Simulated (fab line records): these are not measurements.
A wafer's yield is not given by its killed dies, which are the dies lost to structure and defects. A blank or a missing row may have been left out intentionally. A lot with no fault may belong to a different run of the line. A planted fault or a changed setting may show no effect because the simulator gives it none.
Matching of chambers | flow nand_harc | NHARC_P_M2_ETCH_35 on rie_diel-07: 4 sister chambers
The step etches the open film in N2/H2, target depth 40 nm, overetch 12 nm, time 43.94 s. 15 wafers are shown with their chamber, then 7 later ones without.

## WAFERS PAIRED WITH THEIR CHAMBERS
wafer  | chamber | drypump_motor_current_A (A) | rf_vpp_V (V) | run_length_s (s)
L200.2 | 1       | 4.8                         | 428.0        | 65.7
L200.5 | 3       | 6.4                         | 434.2        | 64.9
L200.6 | 0       | 6.0                         | 432.3        | 65.4
L199.2 | 3       | 6.3                         | 432.7        | 65.1
L199.3 | 1       | 4.9                         | 429.2        | 65.9
L199.4 | 0       | 5.9                         | 431.1        | 65.0
L201.2 | 3       | 6.3                         | 433.6        | 65.5
L201.3 | 2       | 5.4                         | 432.3        | 65.5
L201.5 | 1       | 4.9                         | 427.2        | 66.0
L202.2 | 3       | 6.3                         | 432.1        | 65.4
L202.4 | 2       | 5.4                         | 433.7        | 65.9
L202.6 | 1       | 4.9                         | 427.9        | 65.5
L206.1 | 3       | 6.3                         | 431.9        | 65.4
L206.3 | 1       | 4.9                         | 428.1        | 65.8
L206.5 | 3       | 6.3                         | 432.6        | 65.2

SIGNATURES, as means of the wafers listed above
reading                 | chamber 0 | chamber 1 | chamber 2 | chamber 3 | scatter within a chamber
drypump_motor_current_A | 5.950     | 4.880     | 5.400     | 6.317     | 0.044
rf_vpp_V                | 431.700   | 428.080   | 433.000   | 432.850   | 0.837
run_length_s            | 65.200    | 65.780    | 65.700    | 65.250    | 0.226
Rule: for a wafer and a chamber, the distance is found by dividing, reading by reading, the gap between the wafer's reading and the chamber's mean by the reading's scatter, squaring, summing and taking the root. If the next closest chamber is less than 2 further off than the closest, the wafer can't be placed; otherwise it belongs to the closest. How the scatter is found: for the shown wafers, subtract from each reading the mean of its chamber, square and add these, divide the total by (wafers less chambers), then take the root.

## WAFERS WITHOUT THEIR CHAMBER
wafer  | drypump_motor_current_A (A) | rf_vpp_V (V) | run_length_s (s)
L207.1 | 5.4                         | 431.6        | 65.4
L207.4 | 6.3                         | 432.0        | 65.1
L207.5 | 6.0                         | 434.2        | 64.9
L209.1 | 6.3                         | 433.9        | 65.4
L209.2 | 5.4                         | 432.7        | 65.4
L209.3 | 4.9                         | 427.8        | 65.7
L210.3 | 4.9                         | 429.0        | 65.7

## THE CHAMBER EACH PASSED THROUGH
wafer  | from the rows above | in truth
L207.1 | 2                   | 2
L207.4 | 3                   | 3
L207.5 | 0                   | 0
L209.1 | 3                   | 3
L209.2 | 2                   | 2
L209.3 | 1                   | 1
L210.3 | 1                   | 1
Correct placement for 7 of the 7. Number that these rows cannot place: 0. Placed wrongly: 0.
